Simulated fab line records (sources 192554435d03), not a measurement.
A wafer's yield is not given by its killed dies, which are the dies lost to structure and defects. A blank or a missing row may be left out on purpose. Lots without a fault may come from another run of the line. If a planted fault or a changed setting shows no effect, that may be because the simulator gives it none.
Which of the tools did it?	flow n5-finfet	Sampling: 24 lots, 72 wafers, 6 of 1938 route steps

WHAT EACH GAUGE READ, for each wafer
N5_BEOL_M11_THK_MEAS_53: measures by xrf. Usual: for M11_THK the level is 138 nm and the standard deviation is 3.2.
lot	measured	on	M11_THK (nm)	flag
L074	day 10 11:44	film-metro-02	140 138 135	
L075	day 10 18:13	film-metro-02	143 141 142	
L077	day 11 02:59	film-metro-02	134 134 138	
L078	day 11 07:44	film-metro-01	137 141 130	
L079	day 11 17:25	film-metro-01	140 140 141	
L080	day 12 02:49	film-metro-01	139 142 138	
L082	day 12 15:27	film-metro-01	138 140 137	
L081	day 12 16:16	film-metro-01	133 137 139	
L083	day 13 09:51	film-metro-01	130 127 134	
L084	day 13 13:13	film-metro-01	136 140 135	
L086	day 13 17:17	film-metro-01	140 139 136	
L085	day 13 21:35	film-metro-02	139 139 136	
L087	day 14 02:28	film-metro-02	137 137 138	
L089	day 14 07:48	film-metro-01	134 135 137	
L088	day 14 11:49	film-metro-02	137 139 137	
L090	day 14 16:46	film-metro-01	129 136 138	
L091	day 15 05:16	film-metro-01	135 136 142	
L092	day 15 06:59	film-metro-01	140 138 140	
L093	day 15 07:23	film-metro-02	141 142 142	
L094	day 16 11:40	film-metro-02	135 136 139	
L076	day 16 14:25	film-metro-02	139 137 141	
L095	day 16 20:02	film-metro-02	133 137 134	
L097	day 17 09:43	film-metro-02	127 135 139	
L096	day 18 04:14	film-metro-01	143 139 137	

WHAT TOOL EACH LOT RAN ON (gives the tool, then ch and the chambers of the sampled wafers, and finally the start)
lot	N5_BEOL_M10_STRIP_77	N5_BEOL_M10_SPUTTER_48	N5_BEOL_M10_DEP_56	N5_BEOL_M11_STRIP_67	N5_BEOL_M11_DEGAS_44
L074	rie-diel-06 ch 0,2,3, day 10 03:38 or earlier	pvd-sputter-02, day 10 03:38	pecvd-01 ch 1,2, day 10 04:31	rie-diel-04 ch 0,2,3, day 10 08:08	pvd-sputter-03, day 10 10:13
L075	rie-diel-06 ch 1,2,3, day 10 08:00 or earlier	pvd-sputter-03, day 10 08:00	pecvd-04 ch 0,2, day 10 08:54	rie-diel-05 ch 0,2,3, day 10 11:24	pvd-sputter-03, day 10 16:17
L077	rie-diel-03 ch 1,2,3, day 10 17:08 or earlier	pvd-sputter-01, day 10 17:08	pecvd-03 ch 1, day 10 18:23	rie-diel-05 ch 0,1,3, day 10 21:33	pvd-sputter-01, day 11 01:13
L078	rie-diel-03 ch 0,1,2, day 10 20:33 or earlier	pvd-sputter-02, day 10 20:33	pecvd-03 ch 1,2, day 10 21:32	rie-diel-02 ch 0,1,2, day 11 01:01	pvd-sputter-01, day 11 04:50
L079	rie-diel-03 ch 0,2, day 11 03:55 or earlier	pvd-sputter-03, day 11 03:55	pecvd-01 ch 1,2, day 11 04:50	rie-diel-02 ch 0,2, day 11 08:29	pvd-sputter-02, day 11 12:17
L080	rie-diel-03 ch 0,1,3, day 11 09:06 or earlier	pvd-sputter-03, day 11 09:06	pecvd-01 ch 0,2, day 11 10:08	rie-diel-02 ch 0,2,3, day 11 12:28	pvd-sputter-03, day 12 00:57
L082	rie-diel-06 ch 0,2, day 12 05:50 or earlier	pvd-sputter-02, day 12 05:50	pecvd-01 ch 1,2, day 12 06:43	rie-diel-02 ch 0,2,3, day 12 11:05	pvd-sputter-02, day 12 13:41
L081	rie-diel-01 ch 0,2,3, day 12 06:22 or earlier	pvd-sputter-03, day 12 06:22	pecvd-01 ch 0,1,2, day 12 07:27	rie-diel-02 ch 0,2,3, day 12 11:20	pvd-sputter-01, day 12 14:44
L083	rie-diel-01 ch 0,3, day 12 23:22 or earlier	pvd-sputter-01, day 12 23:22	pecvd-04 ch 0,1,2, day 13 00:15	rie-diel-02 ch 0,2,3, day 13 04:23	pvd-sputter-02, day 13 08:25
L084	rie-diel-06 ch 0,3, day 13 06:27 or earlier	pvd-sputter-01, day 13 06:27	pecvd-01 ch 0,1, day 13 07:46	rie-diel-02 ch 0,1, day 13 09:34	pvd-sputter-03, day 13 11:32
L086	rie-diel-01 ch 0,1,2, day 13 10:22 or earlier	pvd-sputter-03, day 13 10:22	pecvd-01 ch 0,1,2, day 13 11:31	rie-diel-05 ch 0,1,3, day 13 13:10	pvd-sputter-01, day 13 15:27
L085	rie-diel-03 ch 0,2, day 13 12:00 or earlier	pvd-sputter-02, day 13 12:00	pecvd-01 ch 0,2, day 13 13:01	rie-diel-04 ch 1,2,3, day 13 15:40	pvd-sputter-01, day 13 19:53
L087	rie-diel-01 ch 0,1,2, day 13 16:28 or earlier	pvd-sputter-01, day 13 16:28	pecvd-03 ch 0,1, day 13 17:33	rie-diel-04 ch 1,2,3, day 13 20:42	pvd-sputter-01, day 13 23:23
L089	rie-diel-06 ch 0,1, day 13 23:06 or earlier	pvd-sputter-01, day 13 23:06	pecvd-04 ch 0,1, day 14 00:26	rie-diel-04 ch 1,2,3, day 14 02:49	pvd-sputter-03, day 14 05:28
L088	rie-diel-01 ch 2,3, day 14 03:11 or earlier	pvd-sputter-03, day 14 03:11	pecvd-04 ch 1,2, day 14 04:08	rie-diel-05 ch 0,2,3, day 14 06:23	pvd-sputter-02, day 14 09:01
L090	rie-diel-06 ch 1,2, day 14 04:31 or earlier	pvd-sputter-03, day 14 04:31	pecvd-01 ch 0,1,2, day 14 05:40	rie-diel-02 ch 0,1,3, day 14 08:16	pvd-sputter-03, day 14 13:29
L091	rie-diel-06 ch 0,1,3, day 14 19:02 or earlier	pvd-sputter-02, day 14 19:02	pecvd-04 ch 0,2, day 14 20:00	rie-diel-04 ch 1,2, day 14 23:56	pvd-sputter-02, day 15 02:35
L092	rie-diel-01 ch 2,3, day 14 21:38 or earlier	pvd-sputter-02, day 14 21:38	pecvd-01 ch 0,1, day 14 22:32	rie-diel-04 ch 1,2, day 15 02:44	pvd-sputter-02, day 15 05:14
L093	rie-diel-06 ch 0,1, day 14 22:33 or earlier	pvd-sputter-03, day 14 22:33	pecvd-01 ch 0,2, day 14 23:37	rie-diel-05 ch 2,3, day 15 02:53	pvd-sputter-01, day 15 05:46
L094	rie-diel-03 ch 0,2,3, day 16 03:20 or earlier	pvd-sputter-01, day 16 03:20	pecvd-03 ch 1,2, day 16 04:15	rie-diel-02 ch 1,2, day 16 07:21	pvd-sputter-02, day 16 10:13
L076	rie-diel-06 ch 2,3, day 16 04:41 or earlier	pvd-sputter-01, day 16 04:41	pecvd-03 ch 1,2, day 16 06:22	rie-diel-05 ch 1,2, day 16 08:26	pvd-sputter-02, day 16 10:38
L095	rie-diel-06 ch 0,2,3, day 16 09:20 or earlier	pvd-sputter-02, day 16 09:20	pecvd-04 ch 1, day 16 10:23	rie-diel-05 ch 0,1, day 16 14:21	pvd-sputter-01, day 16 17:49
L097	rie-diel-03 ch 1,2, day 16 23:43 or earlier	pvd-sputter-01, day 16 23:43	pecvd-03 ch 1,2, day 17 00:35	rie-diel-05 ch 1,2, day 17 04:15	pvd-sputter-03, day 17 06:19
L096	rie-diel-01 ch 0,2,3, day 17 18:53 or earlier	pvd-sputter-01, day 17 18:53	pecvd-04 ch 1,2, day 17 20:19	rie-diel-02 ch 0,2,3, day 17 22:54	pvd-sputter-03, day 18 01:43
- N5_BEOL_M10_STRIP_77: strips in N2/H2, time 10 s.
- N5_BEOL_M10_SPUTTER_48: material Cu, target thk 12 nm, time 2 s.
- N5_BEOL_M10_DEP_56: deposits SiCN from 3MS/NH3, target thk 15 nm, time 26.5 s.
- N5_BEOL_M11_STRIP_67: strips in CF4.
- N5_BEOL_M11_DEGAS_44: time 60 s.

AS READ BY THE TOOLS THEMSELVES (means over the sampled wafers that have a number; for cases with no such wafer, the mark the record gives instead)
N5_BEOL_M10_STRIP_77. Usual: drypump-motor-current-A 5.6 A, standard deviation 0.31; oes-product-au 0.80 a.u., standard deviation 0.089; rf-vpp-V 59.2 V, standard deviation 0.89; showerhead-plenum-p-Torr 2.56 Torr, standard deviation 0.068; throttle-valve-pct 23.7 %, standard deviation 0.35.
lot	tool	drypump-motor-current-A (A)	oes-product-au (a.u.)	rf-vpp-V (V)	showerhead-plenum-p-Torr (Torr)	throttle-valve-pct (%)	flag
L074	rie-diel-06	5.5	0.77	58.5	2.55	23.8	
L075	rie-diel-06	5.4	0.74	59.0	2.60	24.0	
L077	rie-diel-03	5.8	0.72	60.4	2.52	23.5	
L078	rie-diel-03	5.8	0.80	59.4	2.53	23.3	
L079	rie-diel-03	5.6	0.84	59.2	2.54	23.2	
L080	rie-diel-03	5.4	0.79	59.2	2.55	23.5	
L082	rie-diel-06	5.6	0.80	58.9	2.52	23.5	
L081	rie-diel-01	5.6	0.88	59.6	2.59	23.7	
L083	rie-diel-01	5.6	0.82	59.6	2.54	23.6	
L084	rie-diel-06	5.6	0.77	59.7	2.50	23.6	
L086	rie-diel-01	5.6	0.81	59.0	2.64	23.7	
L085	rie-diel-03	6.0	0.74	58.3	2.51	23.3	
L087	rie-diel-01	5.7	0.81	59.7	2.64	23.7	
L089	rie-diel-06	5.7	0.90	60.4	2.53	23.5	
L088	rie-diel-01	5.6	0.84	59.3	2.51	23.7	
L090	rie-diel-06	5.5	0.84	58.7	2.56	23.7	
L091	rie-diel-06	5.5	0.80	59.5	2.55	23.8	
L092	rie-diel-01	5.6	0.87	58.9	2.55	23.9	
L093	rie-diel-06	5.8	0.83	58.7	2.49	23.4	
L094	rie-diel-03	5.6	0.83	59.1	2.52	23.5	
L076	rie-diel-06	5.4	0.73	59.7	2.57	24.0	
L095	rie-diel-06	5.5	0.74	59.9	2.53	23.8	
L097	rie-diel-03	6.1	0.87	58.2	2.48	23.3	
L096	rie-diel-01	5.6	0.79	59.0	2.57	23.7	

N5_BEOL_M10_SPUTTER_48. Usual: chuck-sensor-temp-C -15.9 C, standard deviation 0.57; susceptor-temp-C -20.00 C, standard deviation 0.096; throttle-valve-pct 29.6 %, standard deviation 1.3.
lot	tool	chuck-sensor-temp-C (C)	susceptor-temp-C (C)	throttle-valve-pct (%)	flag
L074	pvd-sputter-02	-16.1	-20.10	30.3	
L075	pvd-sputter-03	-15.9	-19.99	28.7	
L077	pvd-sputter-01	-16.0	-20.02	29.9	
L078	pvd-sputter-02	-16.1	-19.92	30.3	
L079	pvd-sputter-03	-15.8	-19.98	28.9	
L080	pvd-sputter-03	-15.8	-19.93	28.8	
L082	pvd-sputter-02	-16.0	-20.00	29.5	
L081	pvd-sputter-03	-15.8	-20.02	29.0	
L083	pvd-sputter-01	-16.0	-19.99	28.9	
L084	pvd-sputter-01	-15.5	-20.06	29.7	
L086	pvd-sputter-03	-15.9	-20.01	28.8	
L085	pvd-sputter-02	-16.1	-19.96	30.3	
L087	pvd-sputter-01	-15.6	-20.00	30.4	
L089	pvd-sputter-01	-15.6	-20.01	30.5	
L088	pvd-sputter-03	-15.4	-19.96	29.0	
L090	pvd-sputter-03	-15.3	-19.92	30.0	
L091	pvd-sputter-02	-15.9	-19.98	29.8	
L092	pvd-sputter-02	-16.0	-20.10	30.4	
L093	pvd-sputter-03	-15.2	-20.18	29.6	
L094	pvd-sputter-01	-15.7	-19.89	29.9	
L076	pvd-sputter-01	-16.2	-19.98	31.0	
L095	pvd-sputter-02	-16.1	-19.96	30.3	
L097	pvd-sputter-01	-15.8	-19.92	28.7	
L096	pvd-sputter-01	-16.1	-19.99	30.0	

N5_BEOL_M10_DEP_56. Usual: showerhead-plenum-p-Torr 3.663 Torr, standard deviation 0.014; throttle-valve-pct 8.8 %, standard deviation 0.47.
lot	tool	showerhead-plenum-p-Torr (Torr)	throttle-valve-pct (%)	flag
L074	pecvd-01	3.650	8.5	
L075	pecvd-04	3.664	8.7	
L077	pecvd-03	3.666	8.7	
L078	pecvd-03	3.663	8.6	
L079	pecvd-01	3.654	8.9	
L080	pecvd-01	3.661	8.7	
L082	pecvd-01	3.656	8.9	
L081	pecvd-01	3.664	8.9	
L083	pecvd-04	3.664	8.7	
L084	pecvd-01	3.679	9.3	
L086	pecvd-01	3.673	9.0	
L085	pecvd-01	3.657	8.6	
L087	pecvd-03	3.661	9.2	
L089	pecvd-04	3.664	8.8	
L088	pecvd-04	3.662	8.5	
L090	pecvd-01	3.668	8.9	
L091	pecvd-04	3.666	8.9	
L092	pecvd-01	3.676	9.3	
L093	pecvd-01	3.679	9.0	
L094	pecvd-03	3.650	8.4	
L076	pecvd-03	3.660	8.6	
L095	pecvd-04	3.665	8.7	
L097	pecvd-03	3.652	8.3	
L096	pecvd-04	3.664	8.8	

N5_BEOL_M11_STRIP_67. Usual: drypump-motor-current-A 5.5 A, standard deviation 0.39; oes-product-au 0.79 a.u., standard deviation 0.071; power-w 300.0 W, standard deviation 0.9; rf-vpp-V 271.5 V, standard deviation 1.5; showerhead-plenum-p-Torr 1.81 Torr, standard deviation 0.054; throttle-valve-pct 13.70 %, standard deviation 0.12.
lot	tool	drypump-motor-current-A (A)	oes-product-au (a.u.)	power-w (W)	rf-vpp-V (V)	showerhead-plenum-p-Torr (Torr)	throttle-valve-pct (%)	flag
L074	rie-diel-04	5.2	0.77	299.6	272.4	1.82	13.72	
L075	rie-diel-05	5.4	0.81	299.6	270.8	1.75	13.70	
L077	rie-diel-05	5.5	0.82	300.3	271.3	1.79	13.64	
L078	rie-diel-02	5.7	0.79	300.7	272.7	1.83	13.71	
L079	rie-diel-02	5.7	0.75	299.3	272.4	1.84	13.68	
L080	rie-diel-02	5.7	0.79	299.1	272.5	1.86	13.62	
L082	rie-diel-02	5.7	0.79	299.9	272.1	1.86	13.63	
L081	rie-diel-02	5.7	0.79	299.8	273.3	1.86	13.62	
L083	rie-diel-02	5.7	0.78	299.8	272.6	1.86	13.64	
L084	rie-diel-02	5.7	0.78	300.7	270.8	1.81	13.78	
L086	rie-diel-05	5.5	0.80	299.5	271.4	1.78	13.68	
L085	rie-diel-04	5.1	0.84	299.7	271.9	1.82	13.63	
L087	rie-diel-04	5.1	0.83	300.4	270.7	1.82	13.63	
L089	rie-diel-04	5.1	0.84	300.0	270.3	1.82	13.63	
L088	rie-diel-05	5.3	0.78	300.5	270.8	1.75	13.76	
L090	rie-diel-02	5.8	0.81	300.0	272.1	1.84	13.69	
L091	rie-diel-04	5.0	0.80	300.4	272.2	1.84	13.70	
L092	rie-diel-04	5.0	0.80	299.1	272.5	1.84	13.71	
L093	rie-diel-05	5.6	0.72	300.5	268.6	1.71	13.86	
L094	rie-diel-02	5.8	0.74	299.8	271.8	1.83	13.76	
L076	rie-diel-05	5.8	0.73	299.2	270.7	1.73	13.86	
L095	rie-diel-05	5.8	0.79	300.6	271.1	1.80	13.72	
L097	rie-diel-05	6.0	0.74	299.7	270.9	1.77	13.81	
L096	rie-diel-02	5.7	0.75	299.8	272.4	1.85	13.72	

N5_BEOL_M11_DEGAS_44. Usual: heater-power-w 322 W, standard deviation 25; susceptor-temp-C 250.00 C, standard deviation 0.19.
lot	tool	heater-power-w (W)	susceptor-temp-C (C)	flag
L074	pvd-sputter-03	299	249.99	
L075	pvd-sputter-03	310	249.76	
L077	pvd-sputter-01	326	250.06	
L078	pvd-sputter-01	308	250.01	
L079	pvd-sputter-02	316	249.98	
L080	pvd-sputter-03	315	249.94	
L082	pvd-sputter-02	329	250.14	
L081	pvd-sputter-01	326	249.94	
L083	pvd-sputter-02	330	250.17	
L084	pvd-sputter-03	324	250.08	
L086	pvd-sputter-01	312	249.99	
L085	pvd-sputter-01	321	250.31	
L087	pvd-sputter-01	330	250.08	
L089	pvd-sputter-03	313	250.09	
L088	pvd-sputter-02	329	249.97	
L090	pvd-sputter-03	286	250.19	
L091	pvd-sputter-02	323	250.02	
L092	pvd-sputter-02	340	249.97	
L093	pvd-sputter-01	310	250.07	
L094	pvd-sputter-02	308	249.80	
L076	pvd-sputter-02	316	250.07	
L095	pvd-sputter-01	328	249.94	
L097	pvd-sputter-03	346	249.79	
L096	pvd-sputter-03	311	249.86	

THE ANSWER, worked out from the rows above alone
Rule: a lot counts as off when the mean over its wafers that have a number is more than 3 standard deviations away from the usual mean. A lot without any number at a reading at which 4 lots or more have one is off too. Any other lot the step has rows for is counted as sound. First the gauges in route order, then the tools' own readings, where a lot's mean is used as printed above. At the first step where some lot is off, the reading lying furthest off is the one used; lots without a number count as furthest.
No lot is off on any of the readings shown, so nothing can be concluded from this.

WHAT WAS PUT IN BY THE SIMULATOR
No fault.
